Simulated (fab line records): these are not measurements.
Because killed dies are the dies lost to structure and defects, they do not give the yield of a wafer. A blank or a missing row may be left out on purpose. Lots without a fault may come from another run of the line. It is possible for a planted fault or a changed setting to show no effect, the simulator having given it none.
fab line records | flow n5Finfet | part 1 of 2: steps 1 to 17 of 27
record: lots: 5 | wafers: 15 | lastDay: 18
route steps=1938 shown BEOL_M3@963
lots that met no fault: from a run of the same line without faults
startH: hours from the record's opening day to when the first of the lot's shown wafers began | waitH: hours elapsed since this lot's preceding step | " same as the row above | L1.1+2: a single row standing in for several wafers | - no value present, or no start provided | * or withheld: withheld | < > ~ a bound
route shown NAME@n: NAME is a module with steps in the file, n the number in the route of the first one | usual: mean/standard deviation of fault-free wafers | same: alike in all rows | chamber/n: place in a boat | sites: each site's reading | _std_site: standard deviation across them | _edge_site: mean of outer sites minus mean of inner sites | radiusMm: for every site, how far away it sits from the centre of the wafer | mask NAME#n: copy n | behind: the most recent tool/chamber to have shaped the wafer | hold: the reason the lot was held/the length of the hold in hours/how it ended | device: the transistor (n, p or np) that didn't switch | end of line: at the end of the route, the tests of the same wafers | where a step has no rows: the recipe by itself | killed: not the wafer's yield, but the dies lost to structure and defects at the first sort | map: shows each die of a wafer: x if killed, . if not, _ if none is there
set.NAME: the setting that was run; set.NAME@STEP: the one run at that earlier step | model.NAME: the simulator's own value behind a step, which no gauge read
lots at some steps of the route; a table a step, a row a wafer
services: the hour from which a tool's chamber was out of use, counted from the record's first day as startH (under 0 if before that day), plus the number of hours and why
== steps ==
step: N5_BEOL_M3_EXPOSE_25
recipe: maskId: V2 | na: 0.33 | sourceShape: quasar | sigmaInner: 0.2 | sigmaOuter: 0.8 | polarization: unpolarized | defocusNm: 5 | doseMj: 63
usual: reticleTempC: 22.98/0.11
lot.wafer | tool          | chamber | startH | waitH | mask | reticleTempC
L074.2    | euvScanner-01 | 0       | 146.48 | -     | V2#0 | 23.16
L074.3    | "             | 0       | "      | "     | V2#0 | 23.11
L074.5    | "             | 0       | "      | "     | V2#0 | 23.22
L076.1    | euvScanner-01 | 0       | 152.45 | -     | V2#0 | 22.92
L076.2    | "             | 0       | "      | "     | V2#0 | 23.01
L076.5    | "             | 0       | "      | "     | V2#0 | 23.15
L083.2    | euvScanner-01 | 0       | 197.68 | -     | V2#0 | 23.14
L083.3    | "             | 0       | "      | "     | V2#0 | 23.07
L083.6    | "             | 0       | "      | "     | V2#0 | 23.18
L082.3    | euvScanner-01 | 0       | 206.86 | -     | V2#0 | 22.95
L082.4    | "             | 0       | "      | "     | V2#0 | 22.91
L082.5    | "             | 0       | "      | "     | V2#0 | 22.88
L095.2    | euvScanner-01 | 0       | 288.68 | -     | V2#0 | 22.96
L095.5    | "             | 0       | "      | "     | V2#0 | 22.87
L095.6    | "             | 0       | "      | "     | V2#0 | 22.95
step: N5_BEOL_M3_PEB_26
recipe: pebTempC: 100 | pebTimeS: 60 | resist: CAR-EUV
usual: resistLineTempC: 23.01/0.083
lot.wafer | tool          | chamber | startH | waitH | resistLineTempC
L074.2    | lithoTrack-05 | 0       | 146.55 | 0.1   | 23.18
L074.3    | "             | 0       | "      | "     | 23.08
L074.5    | "             | 0       | "      | "     | 23.15
L076.1    | lithoTrack-03 | 0       | 152.53 | 0.1   | 23.08
L076.2    | "             | 0       | "      | "     | 23.08
L076.5    | "             | 0       | "      | "     | 23.03
L083.2    | lithoTrack-02 | 0       | 197.75 | 0.1   | 23.24
L083.3    | "             | 0       | "      | "     | 23.12
L083.6    | "             | 0       | "      | "     | 23.01
L082.3    | lithoTrack-02 | 0       | 206.92 | 0.1   | 23.00
L082.4    | "             | 0       | "      | "     | 22.88
L082.5    | "             | 0       | "      | "     | 23.12
L095.2    | lithoTrack-03 | 0       | 288.75 | 0.1   | 22.98
L095.5    | "             | 0       | "      | "     | 23.02
L095.6    | "             | 0       | "      | "     | 23.01
step: N5_BEOL_M3_DEVELOP_27
recipe: developTimeS: 30 | developer: TMAH | resist: CAR-EUV | rinseLiquid: surfactantRinse | dry: airSpin | devTempC: 23
usual: resistLineTempC: 23.03/0.11
lot.wafer | tool          | chamber | startH | waitH | resistLineTempC
L074.2    | lithoTrack-05 | 0       | -      | -     | 22.98
L074.3    | "             | 0       | "      | "     | 23.17
L074.5    | "             | 0       | "      | "     | 22.99
L076.1    | lithoTrack-03 | 0       | -      | -     | 23.00
L076.2    | "             | 0       | "      | "     | 23.17
L076.5    | "             | 0       | "      | "     | 23.07
L083.2    | lithoTrack-02 | 0       | -      | -     | 23.09
L083.3    | "             | 0       | "      | "     | 23.05
L083.6    | "             | 0       | "      | "     | 23.00
L082.3    | lithoTrack-02 | 0       | -      | -     | 23.03
L082.4    | "             | 0       | "      | "     | 23.02
L082.5    | "             | 0       | "      | "     | 22.91
L095.2    | lithoTrack-03 | 0       | -      | -     | 23.18
L095.5    | "             | 0       | "      | "     | 23.09
L095.6    | "             | 0       | "      | "     | 23.01
step: N5_BEOL_M3_CD_MEAS_28
recipe: targetCdNm: 25.7 | landingEnergyEv: 500 | detector: seInlens | targetCdYNm: 23.3 | polarity: opening
usual: cdNm: 25.71/0.25
lot.wafer | tool     | chamber | startH | waitH | cdNm
L074.2    | cdSem-03 | 0       | 146.62 | -     | 25.71
L074.3    | "        | 0       | "      | "     | 25.81
L074.5    | "        | 0       | "      | "     | 25.82
L076.1    | cdSem-01 | 0       | 152.60 | -     | 25.62
L076.2    | "        | 0       | "      | "     | 25.68
L076.5    | "        | 0       | "      | "     | 25.75
L083.2    | cdSem-02 | 0       | 197.82 | -     | 26.07
L083.3    | "        | 0       | "      | "     | 25.42
L083.6    | "        | 0       | "      | "     | 25.41
L082.3    | cdSem-01 | 0       | 206.99 | -     | 25.50
L082.4    | "        | 0       | "      | "     | 25.36
L082.5    | "        | 0       | "      | "     | 25.78
L095.2    | cdSem-03 | 0       | 288.82 | -     | 25.94
L095.5    | "        | 0       | "      | "     | 26.22
L095.6    | "        | 0       | "      | "     | 25.80
step: N5_BEOL_M3_OVL_MEAS_29
recipe: pointsPerWafer: 522
usual: V2_OVL: 0.4/0.6
lot.wafer | tool       | chamber | startH | waitH | V2_OVL[nm]
L074.2    | overlay-01 | 0       | 146.65 | 0.0   | -0.2
L074.3    | "          | 0       | "      | "     | 0.4
L074.5    | "          | 0       | "      | "     | 0.2
L076.1    | overlay-02 | 0       | 152.63 | 0.0   | 0.4
L076.2    | "          | 0       | "      | "     | -0.4
L076.5    | "          | 0       | "      | "     | 0.1
L083.2    | overlay-01 | 0       | 197.85 | 0.0   | 0.1
L083.3    | "          | 0       | "      | "     | 0.2
L083.6    | "          | 0       | "      | "     | -0.5
L082.3    | overlay-01 | 0       | 207.03 | 0.0   | -0.8
L082.4    | "          | 0       | "      | "     | 0.2
L082.5    | "          | 0       | "      | "     | 0.1
L095.2    | overlay-01 | 0       | 288.86 | 0.0   | 0.4
L095.5    | "          | 0       | "      | "     | 0.7
L095.6    | "          | 0       | "      | "     | 0.4
step: N5_BEOL_M3_INSPECT_30
recipe: mode: adi | inspectInstrument: brightfield
usual: rawDefectCount: 415/96
lot.wafer | tool             | chamber | startH | waitH | rawDefectCount
L074.2    | defectInspect-01 | -       | 146.71 | 0.0   | 324
L074.3    | "                | -       | "      | "     | 398
L074.5    | "                | -       | "      | "     | 451
L076.1    | defectInspect-01 | -       | 152.69 | 0.1   | 562
L076.2    | "                | -       | "      | "     | 456
L076.5    | "                | -       | "      | "     | 505
L083.2    | defectInspect-02 | -       | 197.91 | 0.0   | 383
L083.3    | "                | -       | "      | "     | 484
L083.6    | "                | -       | "      | "     | 374
L082.3    | defectInspect-02 | -       | 207.08 | 0.0   | 369
L082.4    | "                | -       | "      | "     | 299
L082.5    | "                | -       | "      | "     | 440
L095.2    | defectInspect-01 | -       | 288.91 | 0.0   | 387
L095.5    | "                | -       | "      | "     | 382
L095.6    | "                | -       | "      | "     | 441
step: N5_BEOL_M3_DESCUM_33
recipe: chemistry: O2 | timeS: 7 | sourcePowerW: 50 | biasPowerW: 20 | pressureMtorr: 20 | rfFrequencyHz: 2.712e+07 | tempC: 40 | resist: CAR-EUV | o2FlowSccm: 225
usual: drypumpMotorCurrentA: 5.8/0.7 | oesProductAu: 0.77/0.062 | rfVppV: 242.9/1.3 | showerheadPlenumPTorr: 2.07/0.057 | throttleValvePct: 20.31/0.18
lot.wafer | tool       | chamber | startH | waitH | drypumpMotorCurrentA | oesProductAu | rfHoursCounterH | rfVppV | showerheadPlenumPTorr | throttleValvePct
L074.2    | rieDiel-01 | 0       | 146.74 | 0.0   | 5.6                  | 0.82         | 113             | 242.3  | 2.12                  | 20.52
L074.3    | "          | 1       | "      | "     | 4.9                  | 0.72         | 187             | 240.2  | 1.99                  | 20.37
L074.5    | "          | 1       | "      | "     | 4.9                  | 0.72         | -               | 241.8  | 1.99                  | 20.37
L076.1    | rieDiel-04 | 2       | 152.72 | 0.0   | 6.5                  | 0.95         | 5               | 243.1  | 2.07                  | 20.21
L076.2    | "          | 3       | "      | "     | 6.7                  | 0.85         | 55              | 243.3  | 2.04                  | 20.32
L076.5    | "          | 1       | "      | "     | 4.7                  | 0.75         | -               | 244.1  | 2.18                  | 20.28
L083.2    | rieDiel-03 | 3       | 197.94 | 0.0   | 6.5                  | 0.72         | 208             | 242.2  | 2.04                  | 20.28
L083.3    | "          | 2       | "      | "     | 6.6                  | 0.75         | 178             | 241.3  | 2.01                  | 20.58
L083.6    | "          | 0       | "      | "     | 6.4                  | 0.81         | -               | 243.6  | 2.10                  | 20.21
L082.3    | rieDiel-04 | 2       | 207.11 | 0.0   | 6.5                  | 0.88         | 24              | 241.7  | 2.07                  | 20.23
L082.4    | "          | 1       | "      | "     | 4.7                  | 0.74         | 167             | 246.2  | 2.18                  | 20.31
L082.5    | "          | 2       | "      | "     | 6.5                  | 0.89         | -               | 243.5  | 2.07                  | 20.22
L095.2    | rieDiel-03 | 1       | 288.94 | 0.0   | 5.3                  | 0.80         | 74              | 243.2  | 2.12                  | 19.96
L095.5    | "          | 3       | "      | "     | 6.4                  | 0.70         | -               | 241.5  | 2.04                  | 20.30
L095.6    | "          | 2       | "      | "     | 6.6                  | 0.73         | -               | 241.6  | 2.00                  | 20.63
step: N5_BEOL_M3_ETCH_77
recipe: chemistry: N2/H2 | target: underlayer | targetDepthA: 65 | maskMaterial: CAR-EUV | timeS: 5.2 | ionEnergyEv: 200 | pressureMtorr: 30 | sourceW: 840 | biasW: 150 | n2FlowSccm: 200 | h2FlowSccm: 200 | ends: cleared
usual: drypumpMotorCurrentA: 5.8/0.7 | etchRfOnTimeS: 5.29/0.13 | oesProductAu: 0.65/0.051 | rfVppV: 523.3/2.4 | showerheadPlenumPTorr: 2.52/0.075 | throttleValvePct: 17.76/0.21
lot.wafer | tool       | chamber | startH | waitH | drypumpMotorCurrentA | etchRfOnTimeS | oesProductAu | rfHoursCounterH | rfVppV | showerheadPlenumPTorr | throttleValvePct
L074.2    | rieDiel-01 | 0       | 146.77 | 0.0   | 5.6                  | 5.08          | 0.69         | 113             | 525.3  | 2.56                  | 17.81
L074.3    | "          | 1       | "      | "     | 4.9                  | 5.28          | 0.61         | 187             | 521.7  | 2.41                  | 17.89
L074.5    | "          | 1       | "      | "     | 4.9                  | 5.35          | 0.60         | -               | 519.4  | 2.41                  | 17.92
L076.1    | rieDiel-04 | 2       | 152.76 | 0.0   | 6.5                  | 5.20          | 0.79         | 5               | 521.5  | 2.48                  | 17.34
L076.2    | "          | 3       | "      | "     | 6.7                  | 5.21          | 0.72         | 55              | 523.1  | 2.48                  | 17.75
L076.5    | "          | 1       | "      | "     | 4.7                  | 5.10          | 0.64         | -               | 524.8  | 2.66                  | 17.79
L083.2    | rieDiel-03 | 3       | 197.97 | 0.0   | 6.5                  | 5.13          | 0.62         | 208             | 523.6  | 2.53                  | 18.03
L083.3    | "          | 2       | "      | "     | 6.6                  | 5.25          | 0.64         | 178             | 520.6  | 2.42                  | 17.92
L083.6    | "          | 0       | "      | "     | 6.4                  | 5.58          | 0.67         | -               | 526.7  | 2.56                  | 17.70
L082.3    | rieDiel-04 | 2       | 207.15 | 0.0   | 6.5                  | 5.39          | 0.73         | 24              | 522.5  | 2.48                  | 17.36
L082.4    | "          | 1       | "      | "     | 4.7                  | 5.22          | 0.62         | 167             | 525.6  | 2.66                  | 17.84
L082.5    | "          | 2       | "      | "     | 6.5                  | 5.37          | 0.74         | -               | 521.9  | 2.48                  | 17.39
L095.2    | rieDiel-03 | 1       | 288.98 | 0.0   | 5.3                  | 5.20          | 0.69         | 74              | 524.1  | 2.57                  | 17.32
L095.5    | "          | 3       | "      | "     | 6.5                  | 5.11          | 0.60         | -               | 523.8  | 2.52                  | 18.02
L095.6    | "          | 2       | "      | "     | 6.6                  | 5.16          | 0.63         | -               | 522.2  | 2.41                  | 17.99
step: N5_BEOL_M3_ETCH_69
recipe: chemistry: CF4 | target: SiARC | targetDepthA: 156 | maskMaterial: CAR-EUV | timeS: 26 | ionEnergyEv: 80 | pressureMtorr: 40 | sourceW: 545 | biasW: 36 | Ar_flow_sccm: 100 | cf4FlowSccm: 100 | ends: cleared
usual: drypumpMotorCurrentA: 5.8/0.7 | etchRfOnTimeS: 26.4/0.67 | oesProductAu: 0.65/0.051 | rfVppV: 184.0/1 | showerheadPlenumPTorr: 2.12/0.054 | throttleValvePct: 15.53/0.19
lot.wafer | tool       | chamber | startH | waitH | drypumpMotorCurrentA | etchRfOnTimeS | oesProductAu | rfHoursCounterH | rfVppV | showerheadPlenumPTorr | throttleValvePct
L074.2    | rieDiel-01 | 0       | 146.79 | 0.0   | 5.6                  | 25.6          | 0.69         | 113             | 183.3  | 2.17                  | 15.74
L074.3    | "          | 1       | "      | "     | 4.9                  | 27.2          | 0.60         | 187             | 181.9  | 2.04                  | 15.65
L074.5    | "          | 1       | "      | "     | 4.9                  | 27.1          | 0.60         | -               | 183.4  | 2.04                  | 15.66
L076.1    | rieDiel-04 | 2       | 152.77 | 0.0   | 6.5                  | 26.5          | 0.79         | 5               | 182.7  | 2.10                  | 15.17
L076.2    | "          | 3       | "      | "     | 6.7                  | 26.2          | 0.72         | 55              | 183.3  | 2.10                  | 15.49
L076.5    | "          | 1       | "      | "     | 4.7                  | 25.7          | 0.64         | -               | 185.7  | 2.22                  | 15.44
L083.2    | rieDiel-03 | 3       | 197.99 | 0.0   | 6.5                  | 25.4          | 0.63         | 208             | 185.1  | 2.11                  | 15.66
L083.3    | "          | 2       | "      | "     | 6.6                  | 26.0          | 0.65         | 178             | 183.2  | 2.05                  | 15.72
L083.6    | "          | 0       | "      | "     | 6.4                  | 27.7          | 0.67         | -               | 185.0  | 2.15                  | 15.38
L082.3    | rieDiel-04 | 2       | 207.16 | 0.0   | 6.5                  | 26.9          | 0.73         | 24              | 183.8  | 2.09                  | 15.21
L082.4    | "          | 1       | "      | "     | 4.7                  | 26.0          | 0.63         | 167             | 184.3  | 2.21                  | 15.47
L082.5    | "          | 2       | "      | "     | 6.5                  | 26.9          | 0.74         | -               | 182.5  | 2.09                  | 15.21
L095.2    | rieDiel-03 | 1       | 288.99 | 0.0   | 5.3                  | 26.5          | 0.69         | 74              | 185.5  | 2.17                  | 15.18
L095.5    | "          | 3       | "      | "     | 6.4                  | 25.6          | 0.61         | -               | 184.5  | 2.11                  | 15.71
L095.6    | "          | 2       | "      | "     | 6.6                  | 26.4          | 0.63         | -               | 183.0  | 2.04                  | 15.77
step: N5_BEOL_M3_ALD_98
recipe: material: SiO2 | targetThkA: 25 | tempC: 100 | aldPrecursorFamily: BDEAS | aldCoReactant: O2-plasma | pulseTimeS: 1 | coReactantPulseTimeS: 1 | purgeTimeS: 2 | coReactantPurgeTimeS: 2 | aldCycles: 17 | pressureTorr: 2
usual: heaterPowerW: 76/8.4 | precursorPulseHeightRel: 0.998/0.022
lot.wafer | tool      | chamber | startH | waitH | heaterPowerW | precursorPulseHeightRel
L074.2    | aldSin-01 | 3       | 146.88 | 0.1   | 82           | 0.974
L074.3    | "         | 0       | "      | "     | 88           | 0.990
L074.5    | "         | 0       | "      | "     | 86           | 0.987
L076.1    | aldSin-03 | 1       | 152.86 | 0.1   | 63           | 0.974
L076.2    | "         | 0       | "      | "     | 81           | 0.992
L076.5    | "         | 1       | "      | "     | 64           | 1.011
L083.2    | aldSin-03 | 0       | 198.08 | 0.1   | 76           | 1.015
L083.3    | "         | 2       | "      | "     | 82           | 1.001
L083.6    | "         | 2       | "      | "     | 84           | 1.008
L082.3    | aldSin-02 | 2       | 207.25 | 0.1   | 72           | 1.039
L082.4    | "         | 0       | "      | "     | 82           | 1.012
L082.5    | "         | 2       | "      | "     | 73           | 0.958
L095.2    | aldSin-03 | 3       | 289.08 | 0.1   | 72           | 0.997
L095.5    | "         | 2       | "      | "     | 82           | 0.936
L095.6    | "         | 3       | "      | "     | 70           | 0.992
step: N5_BEOL_M3_ETCHBACK_99
recipe: chemistry: CHF3 | target: SiO2 | targetDepthA: 50 | timeS: 10.4 | sourceW: 215 | biasW: 47 | Ar_flow_sccm: 200 | CHF3_flow_sccm: 12 | ionEnergyEv: 100 | pressureMtorr: 30
usual: drypumpMotorCurrentA: 5.9/0.67 | oes_f_703_au: 0.77/0.057 | oesProductAu: 0.77/0.058 | rfVppV: 239/5.5 | showerheadPlenumPTorr: 2.12/0.054 | throttleValvePct: 16.97/0.2
lot.wafer | tool       | chamber | startH | waitH | drypumpMotorCurrentA | oes_f_703_au | oesProductAu | rfHoursCounterH | rfVppV | showerheadPlenumPTorr | throttleValvePct
L074.2    | rieDiel-03 | 1       | 149.51 | 2.6   | 5.3                  | 0.87         | 0.86         | 36              | 236    | 2.19                  | 16.57
L074.3    | "          | 2       | "      | "     | 6.6                  | 0.77         | 0.76         | 166             | 229    | 2.06                  | 17.13
L074.5    | "          | 3       | "      | "     | 6.5                  | 0.74         | 0.74         | -               | 233    | 2.12                  | 17.03
L076.1    | rieDiel-04 | 2       | 154.82 | 1.9   | 6.5                  | 0.89         | 0.93         | 5               | 247    | 2.11                  | 16.67
L076.2    | "          | 1       | "      | "     | 4.7                  | 0.75         | 0.75         | 150             | 243    | 2.24                  | 16.90
L076.5    | "          | 3       | "      | "     | 6.7                  | 0.81         | 0.84         | -               | 249    | 2.09                  | 16.89
L083.2    | rieDiel-03 | 0       | 204.74 | 6.6   | 6.4                  | 0.78         | 0.79         | 95              | 238    | 2.15                  | 16.77
L083.3    | "          | 2       | "      | "     | 6.6                  | 0.76         | 0.75         | 180             | 230    | 2.05                  | 17.14
L083.6    | "          | 3       | "      | "     | 6.5                  | 0.73         | 0.73         | -               | 233    | 2.11                  | 17.04
L082.3    | rieDiel-03 | 0       | 208.37 | 1.1   | 6.4                  | 0.77         | 0.79         | 97              | 240    | 2.15                  | 16.78
L082.4    | "          | 1       | "      | "     | 5.3                  | 0.84         | 0.83         | 51              | 237    | 2.19                  | 16.60
L082.5    | "          | 3       | "      | "     | 6.5                  | 0.73         | 0.72         | -               | 233    | 2.11                  | 17.05
L095.2    | rieDiel-01 | 1       | 294.91 | 5.8   | 4.9                  | 0.67         | 0.68         | 228             | 245    | 2.04                  | 17.17
L095.5    | "          | 1       | "      | "     | 4.9                  | 0.67         | 0.68         | -               | 244    | 2.04                  | 17.18
L095.6    | "          | 0       | "      | "     | 5.6                  | 0.78         | 0.76         | -               | 239    | 2.17                  | 17.23
step: N5_BEOL_M3_ETCH_70
recipe: chemistry: N2/H2 | target: SOC | targetDepthA: 800 | overetchA: 160 | maskMaterial: SiARC | tempC: 40 | timeS: 120 | ionEnergyEv: 200 | pressureMtorr: 30 | sourceW: 840 | biasW: 150 | n2FlowSccm: 200 | h2FlowSccm: 200
usual: drypumpMotorCurrentA: 5.9/0.67 | oesProductAu: 0.59/0.043 | rfVppV: 523.0/2 | showerheadPlenumPTorr: 2.51/0.07 | throttleValvePct: 17.72/0.23
lot.wafer | tool       | chamber | startH | waitH | drypumpMotorCurrentA | oesProductAu | rfHoursCounterH | rfVppV | showerheadPlenumPTorr | throttleValvePct
L074.2    | rieDiel-03 | 1       | 149.55 | 0.0   | 5.3                  | 0.66         | 36              | 525.5  | 2.58                  | 17.21
L074.3    | "          | 2       | "      | "     | 6.6                  | 0.59         | 166             | 522.1  | 2.42                  | 17.89
L074.5    | "          | 3       | "      | "     | 6.5                  | 0.56         | -               | 524.6  | 2.53                  | 17.95
L076.1    | rieDiel-04 | 2       | 154.86 | 0.0   | 6.5                  | 0.71         | 5               | 522.6  | 2.48                  | 17.29
L076.2    | "          | 1       | "      | "     | 4.7                  | 0.57         | 150             | 528.4  | 2.66                  | 17.77
L076.5    | "          | 3       | "      | "     | 6.8                  | 0.65         | -               | 523.1  | 2.48                  | 17.70
L083.2    | rieDiel-03 | 0       | 204.78 | 0.0   | 6.4                  | 0.62         | 95              | 523.5  | 2.56                  | 17.69
L083.3    | "          | 2       | "      | "     | 6.6                  | 0.58         | 180             | 520.0  | 2.42                  | 17.91
L083.6    | "          | 3       | "      | "     | 6.4                  | 0.55         | -               | 521.6  | 2.52                  | 17.96
L082.3    | rieDiel-03 | 0       | 208.41 | 0.0   | 6.4                  | 0.61         | 97              | 523.4  | 2.56                  | 17.68
L082.4    | "          | 1       | "      | "     | 5.3                  | 0.65         | 51              | 524.8  | 2.58                  | 17.21
L082.5    | "          | 3       | "      | "     | 6.5                  | 0.56         | -               | 522.9  | 2.52                  | 17.98
L095.2    | rieDiel-01 | 1       | 294.95 | 0.0   | 4.9                  | 0.52         | 228             | 521.6  | 2.39                  | 17.93
L095.5    | "          | 1       | "      | "     | 4.9                  | 0.53         | -               | 520.0  | 2.39                  | 17.92
L095.6    | "          | 0       | "      | "     | 5.6                  | 0.59         | -               | 524.8  | 2.54                  | 17.83
step: N5_BEOL_M3_STRIP_71
recipe: chemistry: N2/H2 | tempC: 40 | n2FlowSccm: 200 | h2FlowSccm: 200 | rfFrequencyHz: 6e+07
lot.wafer  | tool       | chamber | startH | waitH
L074.2+3+5 | rieDiel-03 | 1,2,3   | 149.63 | 0.0
L076.1+2+5 | rieDiel-04 | 2,1,3   | 154.94 | 0.0
L083.2+3+6 | rieDiel-03 | 0,2,3   | 204.86 | 0.0
L082.3+4+5 | rieDiel-03 | 0,1,3   | 208.49 | 0.0
L095.2+5+6 | rieDiel-01 | 1,1,0   | 295.03 | 0.0
step: N5_BEOL_M3_STRIP_78
recipe: chemistry: N2/H2 | tempC: 40 | n2FlowSccm: 200 | h2FlowSccm: 200 | rfFrequencyHz: 6e+07
lot.wafer  | tool       | chamber | startH | waitH
L074.2+3+5 | rieDiel-03 | 1,2,3   | 149.64 | 0.0
L076.1+2+5 | rieDiel-04 | 2,1,3   | 154.95 | 0.0
L083.2+3+6 | rieDiel-03 | 0,2,3   | 204.87 | 0.0
L082.3+4+5 | rieDiel-03 | 0,1,3   | 208.50 | 0.0
L095.2+5+6 | rieDiel-01 | 1,1,0   | 295.04 | 0.0
step: N5_BEOL_M3_VIA_ETCH_34
recipe: chemistry: C4F6/O2 | targetDepthA: 694 | maskMaterial: SOC | pressureMtorr: 15 | ionEnergyEv: 250 | taperDeg: 4 | timeS: 65.9 | sourceW: 350 | biasW: 170 | Ar_flow_sccm: 300 | C4F6_flow_sccm: 10 | O2_flow_sccm: 10
usual: drypumpMotorCurrentA: 5.9/0.67 | oes_f_703_au: 0.77/0.057 | oesProductAu: 0.77/0.057 | rfVppV: 660/15 | showerheadPlenumPTorr: 2.80/0.069 | throttleValvePct: 30.55/0.22
lot.wafer | tool       | chamber | startH | waitH | drypumpMotorCurrentA | oes_f_703_au | oesProductAu | rfHoursCounterH | rfVppV | showerheadPlenumPTorr | throttleValvePct
L074.2    | rieDiel-03 | 1       | 149.65 | 0.0   | 5.4                  | 0.86         | 0.86         | 36              | 655    | 2.89                  | 30.15
L074.3    | "          | 2       | "      | "     | 6.6                  | 0.78         | 0.77         | 166             | 635    | 2.72                  | 30.62
L074.5    | "          | 3       | "      | "     | 6.5                  | 0.74         | 0.73         | -               | 645    | 2.80                  | 30.46
L076.1    | rieDiel-04 | 2       | 154.96 | 0.0   | 6.5                  | 0.90         | 0.94         | 5               | 682    | 2.79                  | 30.37
L076.2    | "          | 1       | "      | "     | 4.7                  | 0.75         | 0.76         | 150             | 675    | 2.95                  | 30.54
L076.5    | "          | 3       | "      | "     | 6.7                  | 0.81         | 0.84         | -               | 685    | 2.77                  | 30.62
L083.2    | rieDiel-03 | 0       | 204.88 | 0.0   | 6.4                  | 0.76         | 0.79         | 95              | 662    | 2.84                  | 30.32
L083.3    | "          | 2       | "      | "     | 6.6                  | 0.77         | 0.75         | 180             | 635    | 2.72                  | 30.63
L083.6    | "          | 3       | "      | "     | 6.4                  | 0.73         | 0.73         | -               | 645    | 2.79                  | 30.48
L082.3    | rieDiel-03 | 0       | 208.51 | 0.0   | 6.4                  | 0.78         | 0.79         | 97              | 662    | 2.84                  | 30.31
L082.4    | "          | 1       | "      | "     | 5.3                  | 0.83         | 0.83         | 51              | 653    | 2.89                  | 30.15
L082.5    | "          | 3       | "      | "     | 6.5                  | 0.73         | 0.72         | -               | 645    | 2.79                  | 30.48
L095.2    | rieDiel-01 | 1       | 295.05 | 0.0   | 4.9                  | 0.67         | 0.67         | 228             | 673    | 2.70                  | 30.67
L095.5    | "          | 1       | "      | "     | 4.9                  | 0.67         | 0.68         | -               | 673    | 2.70                  | 30.67
L095.6    | "          | 0       | "      | "     | 5.6                  | 0.79         | 0.77         | -               | 665    | 2.86                  | 30.91
step: N5_BEOL_M3_STRIP_83
recipe: chemistry: C4F6/O2 | resist: SiARC | rfFrequencyHz: 6e+07
lot.wafer  | tool       | chamber | startH | waitH
L074.2+3+5 | rieDiel-03 | 1,2,3   | 149.70 | 0.0
L076.1+2+5 | rieDiel-04 | 2,1,3   | 155.01 | 0.0
L083.2+3+6 | rieDiel-03 | 0,2,3   | 204.93 | 0.0
L082.3+4+5 | rieDiel-03 | 0,1,3   | 208.56 | 0.0
L095.2+5+6 | rieDiel-01 | 1,1,0   | 295.10 | 0.0
step: N5_BEOL_M3_STRIP_36
recipe: chemistry: N2/H2 | powerW: 450 | tempC: 40 | pressureMtorr: 20 | rfFrequencyHz: 6e+07 | overashFraction: 0.3 | biasPowerW: 7 | h2Frac: 0.5 | n2FlowSccm: 200 | h2FlowSccm: 200
usual: drypumpMotorCurrentA: 5.9/0.67 | oesProductAu: 0.77/0.059 | rfVppV: 58.8/1.3 | showerheadPlenumPTorr: 2.50/0.07 | throttleValvePct: 23.51/0.28
lot.wafer | tool       | chamber | startH | waitH | drypumpMotorCurrentA | oesProductAu | rfHoursCounterH | rfVppV | showerheadPlenumPTorr | throttleValvePct
L074.2    | rieDiel-03 | 1       | 149.71 | 0.0   | 5.3                  | 0.86         | 36              | 58.0   | 2.58                  | 22.91
L074.3    | "          | 2       | "      | "     | 6.6                  | 0.78         | 166             | 56.9   | 2.42                  | 23.66
L074.5    | "          | 3       | "      | "     | 6.5                  | 0.73         | -               | 58.2   | 2.53                  | 23.84
L076.1    | rieDiel-04 | 2       | 155.02 | 0.0   | 6.5                  | 0.96         | 5               | 58.4   | 2.48                  | 22.99
L076.2    | "          | 1       | "      | "     | 4.7                  | 0.75         | 150             | 59.9   | 2.66                  | 23.67
L076.5    | "          | 3       | "      | "     | 6.7                  | 0.85         | -               | 57.5   | 2.47                  | 23.65
L083.2    | rieDiel-03 | 0       | 204.94 | 0.0   | 6.4                  | 0.81         | 95              | 59.8   | 2.56                  | 23.53
L083.3    | "          | 2       | "      | "     | 6.7                  | 0.77         | 180             | 57.1   | 2.41                  | 23.69
L083.6    | "          | 3       | "      | "     | 6.4                  | 0.72         | -               | 58.0   | 2.52                  | 23.85
L082.3    | rieDiel-03 | 0       | 208.57 | 0.0   | 6.4                  | 0.81         | 97              | 57.8   | 2.56                  | 23.57
L082.4    | "          | 1       | "      | "     | 5.3                  | 0.85         | 51              | 56.9   | 2.57                  | 22.89
L082.5    | "          | 3       | "      | "     | 6.4                  | 0.72         | -               | 58.7   | 2.52                  | 23.86
L095.2    | rieDiel-01 | 1       | 295.11 | 0.0   | 4.9                  | 0.67         | 228             | 57.7   | 2.39                  | 23.72
L095.5    | "          | 1       | "      | "     | 4.9                  | 0.67         | -               | 58.7   | 2.39                  | 23.71
L095.6    | "          | 0       | "      | "     | 5.6                  | 0.78         | -               | 58.2   | 2.54                  | 23.48
